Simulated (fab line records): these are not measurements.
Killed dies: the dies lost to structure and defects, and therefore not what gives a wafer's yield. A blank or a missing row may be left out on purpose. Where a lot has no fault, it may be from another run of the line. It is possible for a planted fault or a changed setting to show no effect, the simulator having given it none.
fab line records	flow n5-finfet
record lots=6	wafers=18	last-day=18
route steps=1938 shown HKMG_FIN@404
lots with no fault: from the same line, run without faults
start-h: hours from the record's opening day to when the first of the lot's shown wafers began	wait-h: time in hours since the lot's previous step	" repeats the value in the row above	L1.1+2: several wafers, shown together as one row	- either no value or no given start	* or withheld: withheld	< > ~ a bound
route shown NAME@n: NAME is a module with steps in the file, n the number in the route of the first one	usual: average and standard deviation across the fault-free wafers	same: alike in all rows	chamber/n: place in a boat	sites: each site's reading	_std_site: how widely they spread, as a standard deviation	_edge_site: mean of outer sites minus mean of inner sites	radius-mm: for every site, how far away it sits from the centre of the wafer	mask NAME#n: copy n	behind: tool/chamber where the wafer was last shaped	hold: what put the lot on hold/how long, in hours/how the hold closed	device: names the non-switching transistor (n, p or np)	end of line: the route-end tests of the same wafers	a step without rows: its recipe alone	killed: not the wafer's yield, but the dies lost to structure and defects at the first sort	map: the dies of a wafer, with x for killed, . for not killed, _ for no die there
set.NAME: the setting that was run; set.NAME@STEP: the one run at that earlier step	model.NAME: the simulator's own value behind a step, which no gauge read
lots seen at some steps along the route; tables by step, rows by wafer
services: from which hour (start-h, from the record's first day; less than 0 if before it) a tool's chamber was out of use, for how many hours, and why
## steps
# step N5_HKMG_FIN_STRIP_56
# recipe chemistry=N2/H2	temp-c=40	n2-flow-sccm=200	h2-flow-sccm=200	rf-frequency-hz=6e+07
# step N5_HKMG_FIN_STRIP_57
# recipe chemistry=CF4	resist=SiARC	power-w=300	bias-power-w=75	pressure-mtorr=50	cf4-flow-sccm=150	rf-frequency-hz=6e+07
# usual bias-power-w=75.00/0.23	cf4-flow-sccm=150.0/0.47	drypump-motor-current-A=5.8/0.5	oes-product-au=0.75/0.075	rf-fwd-power-W=293.5/1.5	rf-vpp-V=270.7/1.5	showerhead-plenum-p-Torr=1.78/0.052	throttle-valve-pct=13.61/0.2
lot.wafer	tool	chamber	start-h	wait-h	bias-power-w	cf4-flow-sccm	drypump-motor-current-A	oes-product-au	rf-fwd-power-W	rf-hours-counter-h	rf-vpp-V	showerhead-plenum-p-Torr	throttle-valve-pct
L125.1	rie-diel-04	2	71.04	0.0	74.69	149.9	5.6	0.73	292.8	185	268.8	1.72	13.74
L125.2	"	0	"	"	74.37	150.4	6.7	0.70	290.0	215	267.3	1.70	13.89
L125.6	"	2	"	"	74.59	150.2	5.6	0.74	-	-	271.0	1.72	13.75
L128.1	rie-diel-03	0	102.87	0.0	75.36	149.3	5.6	0.74	294.7	162	270.7	1.79	13.45
L128.2	"	3	"	"	75.35	150.1	5.7	0.72	-	230	268.5	1.69	13.84
L128.4	"	2	"	"	74.48	149.2	5.4	0.82	292.6	68	269.3	1.81	13.27
L137.2	rie-diel-02	3	152.14	0.0	75.29	150.2	5.6	0.73	292.7	164	271.6	1.77	13.48
L137.4	"	0	"	"	74.99	150.3	5.3	0.72	294.8	194	269.6	1.73	13.57
L137.6	"	1	"	"	75.34	150.1	6.2	0.71	296.0	-	272.4	1.84	13.54
L138.2	rie-diel-04	0	155.85	0.0	74.92	150.7	6.7	0.67	293.2	246	269.1	1.69	13.96
L138.3	"	2	"	"	74.57	149.4	5.6	0.72	-	217	269.5	1.71	13.82
L138.6	"	1	"	"	75.07	150.0	6.3	0.67	-	-	270.3	1.76	13.64
L139.2	rie-diel-03	0	164.33	0.0	74.87	149.9	5.6	0.72	293.5	186	271.0	1.79	13.52
L139.5	"	2	"	"	75.23	150.0	5.4	0.80	294.4	-	271.0	1.80	13.33
L139.6	"	1	"	"	75.13	150.2	5.3	0.83	292.7	-	272.3	1.83	13.38
L147.2	rie-diel-03	3	210.64	0.0	75.12	150.3	5.7	0.95	296.3	7	274.0	1.90	13.34
L147.4	"	1	"	"	75.05	150.7	5.3	0.81	292.4	85	271.9	1.83	13.41
L147.6	"	2	"	"	75.22	150.8	5.4	0.77	293.3	-	270.3	1.80	13.37
# step N5_HKMG_FIN_ETCH_58
# recipe chemistry=N2/H2	target=SOC	target-depth-a=2158	ion-energy-ev=50	bias-w=13	time-s=741	pressure-mtorr=30	source-w=875	n2-flow-sccm=200	h2-flow-sccm=200
# usual bias-w=13.00/0.036	chamber-pressure-mTorr=29.996/0.028	drypump-motor-current-A=5.8/0.49	oes-product-au=0.75/0.078	rf-fwd-power-W=874.0/2.7	rf-vpp-V=99.1/0.95	showerhead-plenum-p-Torr=2.53/0.085	throttle-valve-pct=17.81/0.25
lot.wafer	tool	chamber	start-h	wait-h	bias-w	chamber-pressure-mTorr	drypump-motor-current-A	oes-product-au	rf-fwd-power-W	rf-hours-counter-h	rf-vpp-V	showerhead-plenum-p-Torr	throttle-valve-pct
L125.1	rie-diel-04	2	71.06	0.0	12.96	30.009	5.6	0.72	870.1	185	98.1	2.43	17.89
L125.2	"	0	"	"	12.95	30.002	6.7	0.70	877.7	215	99.9	2.43	18.15
L125.6	"	2	"	"	12.93	29.977	5.6	0.72	869.7	-	96.9	2.43	17.88
L128.1	rie-diel-03	0	102.89	0.0	13.07	30.034	5.6	0.77	875.1	162	98.7	2.55	17.85
L128.2	"	3	"	"	13.01	29.996	5.7	0.71	874.2	230	99.1	2.39	17.95
L128.4	"	2	"	"	13.00	29.947	5.5	0.85	875.5	68	99.4	2.56	17.46
L137.2	rie-diel-02	3	152.16	0.0	12.94	30.006	5.6	0.76	874.7	164	98.8	2.53	17.77
L137.4	"	0	"	"	12.99	29.975	5.3	0.71	874.4	194	99.1	2.40	17.50
L137.6	"	1	"	"	13.00	29.931	6.2	0.71	874.9	-	98.5	2.63	17.84
L138.2	rie-diel-04	0	155.87	0.0	13.00	29.996	6.7	0.68	871.4	246	98.7	2.41	18.20
L138.3	"	2	"	"	12.98	30.009	5.6	0.70	869.7	217	98.0	2.42	17.94
L138.6	"	1	"	"	12.95	29.976	6.3	0.68	877.8	-	98.1	2.50	17.69
L139.2	rie-diel-03	0	164.35	0.0	12.99	29.994	5.6	0.75	875.1	186	98.3	2.54	17.91
L139.5	"	2	"	"	13.00	30.089	5.4	0.80	873.7	-	100.3	2.55	17.49
L139.6	"	1	"	"	12.99	29.999	5.3	0.83	874.2	-	100.8	2.59	17.50
L147.2	rie-diel-03	3	210.66	0.0	12.96	30.013	5.7	0.95	872.8	7	100.8	2.70	17.54
L147.4	"	1	"	"	13.00	29.977	5.3	0.81	875.3	85	99.5	2.58	17.52
L147.6	"	2	"	"	13.07	30.009	5.4	0.79	872.4	-	98.6	2.54	17.52
# step N5_HKMG_FIN_STRIP_93
# recipe chemistry=N2/H2	material=SOC	time-s=20	power-w=500	temp-c=40	pressure-mtorr=50	rf-frequency-hz=6e+07	bias-power-w=8	h2-frac=0.5	n2-flow-sccm=300	h2-flow-sccm=300
# usual bias-power-w=8.000/0.021	drypump-motor-current-A=5.8/0.5	oes-product-au=0.75/0.076	rf-fwd-power-W=495.3/2.2	rf-vpp-V=54.3/0.82	showerhead-plenum-p-Torr=3.34/0.11	throttle-valve-pct=19.0/0.4
lot.wafer	tool	chamber	start-h	wait-h	bias-power-w	drypump-motor-current-A	oes-product-au	rf-fwd-power-W	rf-hours-counter-h	rf-vpp-V	showerhead-plenum-p-Torr	throttle-valve-pct
L125.1	rie-diel-04	2	71.49	0.2	7.993	5.6	0.72	493.1	186	54.6	3.21	18.8
L125.2	"	0	"	"	8.004	6.7	0.70	492.4	215	55.3	3.21	19.3
L125.6	"	2	"	"	7.985	5.6	0.73	493.2	-	55.2	3.21	18.8
L128.1	rie-diel-03	0	103.32	0.2	8.044	5.6	0.76	495.5	162	53.3	3.37	19.6
L128.2	"	3	"	"	8.032	5.7	0.73	498.8	230	53.6	3.17	19.2
L128.4	"	2	"	"	7.968	5.5	0.85	496.6	68	53.7	3.38	18.6
L137.2	rie-diel-02	3	152.59	0.2	7.986	5.6	0.76	495.9	164	53.9	3.35	19.2
L137.4	"	0	"	"	7.971	5.3	0.71	496.8	194	53.0	3.18	18.6
L137.6	"	1	"	"	8.023	6.3	0.71	499.1	-	54.4	3.47	19.2
L138.2	rie-diel-04	0	156.29	0.2	7.971	6.7	0.67	492.6	246	54.9	3.19	19.3
L138.3	"	2	"	"	8.019	5.6	0.70	494.2	217	52.3	3.20	18.8
L138.6	"	1	"	"	7.994	6.3	0.69	492.6	-	55.6	3.31	18.7
L139.2	rie-diel-03	0	164.77	0.2	7.974	5.6	0.75	495.4	187	54.0	3.36	19.6
L139.5	"	2	"	"	7.987	5.5	0.80	495.8	-	53.4	3.37	18.7
L139.6	"	1	"	"	7.999	5.3	0.83	495.9	-	55.8	3.41	18.6
L147.2	rie-diel-03	3	211.09	0.2	8.020	5.7	0.97	496.5	8	55.6	3.56	18.8
L147.4	"	1	"	"	7.970	5.3	0.81	491.5	85	54.5	3.40	18.6
L147.6	"	2	"	"	8.024	5.4	0.79	493.6	-	54.3	3.36	18.7
# step N5_HKMG_FIN_WET_ETCH_76
# recipe chemistry=dNH4OH	mix=1:50	temp-c=25	target=Al2O3	stop-on=La2O3	target-depth-nm=2.25	dry=ipa-marangoni	rinse-time-s=30	rinse-temp-c=23
# step N5_HKMG_FIN_STRIP_60
# recipe chemistry=N2/H2	power-w=2500	temp-c=300	h2-frac=0.65	time-s=360	pressure-mtorr=withheld	n2-flow-sccm=1750	h2-flow-sccm=3250
# usual drypump-motor-current-A=5.79/0.26	heater-power-w=468/18
lot.wafer	tool	chamber	start-h	wait-h	drypump-motor-current-A	heater-power-w	rf-hours-counter-h
L125.1	plasma-asher-01	1	71.64	0.0	5.85	483	84
L125.2	"	0	"	"	6.01	468	84
L125.6	"	0	"	"	6.02	473	-
L128.1	plasma-asher-01	0	103.47	0.0	6.01	468	89
L128.2	"	1	"	"	5.81	489	89
L128.4	"	1	"	"	5.80	474	-
L137.2	plasma-asher-01	1	152.74	0.0	5.79	471	99
L137.4	"	0	"	"	6.00	468	-
L137.6	"	0	"	"	6.01	465	-
L138.2	plasma-asher-02	0	156.48	0.1	5.34	452	54
L138.3	"	1	"	"	5.96	479	-
L138.6	"	1	"	"	5.96	487	-
L139.2	plasma-asher-01	0	164.92	0.0	6.01	469	101
L139.5	"	1	"	"	5.81	480	-
L139.6	"	0	"	"	6.00	462	-
L147.2	plasma-asher-02	1	211.24	0.0	5.99	479	64
L147.4	"	1	"	"	5.98	483	-
L147.6	"	0	"	"	5.37	431	-
# step N5_HKMG_FIN_WET_ETCH_77
# recipe chemistry=dHCl	mix=1:10000	temp-c=25	target=La2O3	stop-on=HfO2	target-depth-nm=2
# step N5_HKMG_FIN_WET_ETCH_78
# recipe chemistry=dNH4OH	mix=1:50	temp-c=25	target=Al2O3	stop-on=La2O3	target-depth-nm=4.5	dry=ipa-marangoni	rinse-time-s=30	rinse-temp-c=23
# step N5_HKMG_FIN_ALD_79
# recipe material=TiN	target-thk-a=15	temp-c=400	ald-precursor-family=TiCl4	ald-co-reactant=NH3	pulse-time-s=1	purge-time-s=3	co-reactant-purge-time-s=2	co-reactant-pulse-time-s=2	ald-cycles=68	pressure-torr=3
# usual heater-power-w=843/74	precursor-pulse-height-rel=1.003/0.02
lot.wafer	tool	chamber	start-h	wait-h	heater-power-w	precursor-pulse-height-rel
L125.1	ald-metal-01	0	72.26	0.2	747	0.995
L125.2	"	3	"	"	822	0.996
L125.6	"	2	"	"	867	1.004
L128.1	ald-metal-02	1	103.96	0.0	864	1.014
L128.2	"	2	"	"	865	1.013
L128.4	"	3	"	"	857	0.979
L137.2	ald-metal-01	3	153.23	0.0	786	1.027
L137.4	"	1	"	"	923	1.021
L137.6	"	1	"	"	961	0.993
L138.2	ald-metal-02	1	156.97	0.0	886	0.994
L138.3	"	0	"	"	802	1.014
L138.6	"	1	"	"	868	1.040
L139.2	ald-metal-02	2	165.41	0.0	873	0.989
L139.5	"	0	"	"	822	0.988
L139.6	"	1	"	"	894	0.994
L147.2	ald-metal-04	2	211.73	0.0	729	1.038
L147.4	"	0	"	"	936	1.033
L147.6	"	3	"	"	724	1.025
# step N5_HKMG_FIN_CVD_62
# recipe material=a-Si	target-thk-a=30	temp-c=500	precursor=Si2H6	pressure-torr=1	time-s=20.8
# step N5_HKMG_FIN_RTA_80
# recipe temp-c=withheld	time-s=2	ambient=N2	idle-temp-c=600	ramp-up-c-per-s=150	ramp-down-c-per-s=60	cool-to-c=600
# step N5_HKMG_FIN_PRECLEAN_64
# recipe chemistry=dHF	time-s=30	temp-c=25	dilution=withheld
# step N5_HKMG_FIN_WET_ETCH_65
# recipe chemistry=TMAH	temp-c=70	conc-wt-pct=5	target=a-Si	stop-on=TiN	time-s=49	target-depth-nm=3
# usual bath-guard-temp-C=69.9/0.43	bath-heat-duty-pct=13.0/1.2
lot.wafer	tool	chamber	start-h	wait-h	bath-guard-temp-C	bath-heat-duty-pct	model.a-Si_of_HKMG_FIN_CVD_62.thk-nm	model.TiN_of_HKMG_FIN_ALD_79.thk-nm
L125.1	wet-bench-03	1	73.06	0.0	70.6	10.5	0	1.4
L125.2	"	4	"	"	70.4	14.5	0	1.2
L125.6	"	5	"	"	69.9	13.4	0	1.4
L128.1	wet-bench-06	2	104.61	0.0	69.9	13.9	0	1.2
L128.2	"	5	"	"	69.5	13.8	0	1.2
L128.4	"	6	"	"	69.6	13.1	0	1.2
L137.2	wet-bench-04	1	154.02	0.0	-	-	3	1.4
L137.4	"	2	"	"	-	-	3	1.6
L137.6	"	5	"	"	-	-	3.2	1.4
L138.2	wet-bench-03	0	157.62	0.0	-	-	3	1.4
L138.3	"	1	"	"	-	-	3	1.4
L138.6	"	6	"	"	-	-	3	1.6
L139.2	wet-bench-04	4	166.06	0.0	69.3	12.8	0	1.4
L139.5	"	7	"	"	69.7	12.3	0	1.2
L139.6	"	1	"	"	70.0	14.1	0	1.2
L147.2	wet-bench-04	6	212.38	0.0	70.8	12.5	0	1.2
L147.4	"	4	"	"	69.3	12.2	0	1.2
L147.6	"	0	"	"	69.9	12.0	0	1.4
# step N5_HKMG_FIN_WET_ETCH_81
# recipe chemistry=SC1	target=TiN	stop-on=HfO2	mix=1:1:5	temp-c=60	time-s=57	target-depth-nm=6
## services
tool	chamber	start-h	hours	kind
plasma-asher-02	-	63.04	2.8	pm
rie-diel-04	3	64.18	-	clean
rie-diel-04	3	64.18	-	consumable-replace:focus-ring
rie-diel-04	3	64.18	21.7	scheduled-down
rie-diel-04	3	64.18	21.7	vent-cycle
rie-diel-03	0	64.56	13.4	repair
wet-bench-06	-	75.54	1.9	pm
rie-diel-02	0	79.64	8.6	repair
rie-diel-02	1	79.64	3.7	repair
plasma-asher-01	-	90.19	7.5	repair
ald-metal-04	-	118.44	2.8	pm
ald-metal-01	3	119.98	5.4	repair
ald-metal-02	3	130.22	107.3	repair
rie-diel-02	-	145.40	4.3	pm
wet-bench-06	-	148.52	2.5	repair
rie-diel-03	3	158.12	-	clean
rie-diel-03	3	158.12	-	consumable-replace:focus-ring
rie-diel-03	3	158.12	-	consumable-replace:showerhead
rie-diel-03	3	158.12	16.4	scheduled-down
rie-diel-03	3	158.12	16.4	vent-cycle
rie-diel-02	-	163.03	3.2	repair
rie-diel-04	0	165.28	-	clean
rie-diel-04	0	165.28	-	consumable-replace:focus-ring
rie-diel-03	3	189.80	9.6	repair
## key
first-sign step=N5_HKMG_FIN_WET_ETCH_65	reading=tool-record	direction=missing
effect none on later readings
model-effect step=N5_HKMG_FIN_WET_ETCH_65	value=a-Si_of_HKMG_FIN_CVD_62.thk-nm	without=0	struck=3.033
met-at N5_HKMG_FIN_WET_ETCH_65
struck-wafers L137.2,L137.4,L137.6,L138.2,L138.3,L138.6
sort-left-out L137.2,L137.4,L137.6,L138.2,L138.3,L138.6
tester-left-out L137,L138
onset-between 73.06 154.02
fault kind=skipped-step-whole	tool=wet-bench-03,wet-bench-04	chamber=-	onset-h=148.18	steps=N5_HKMG_FIN_WET_ETCH_65	scope=struck-lots-only
# tester-left-out: of these lots the tester's yield and bins aren't shown, on N5 and GAA mostly nor the transistor test; their killed dies are dies lost to structure and defects alone, not to doping, threshold or leakage, so they don't give the yield
# sort-left-out: the simulated sort isn't trusted on such a fault, so these wafers' sort isn't shown, and their yield isn't known
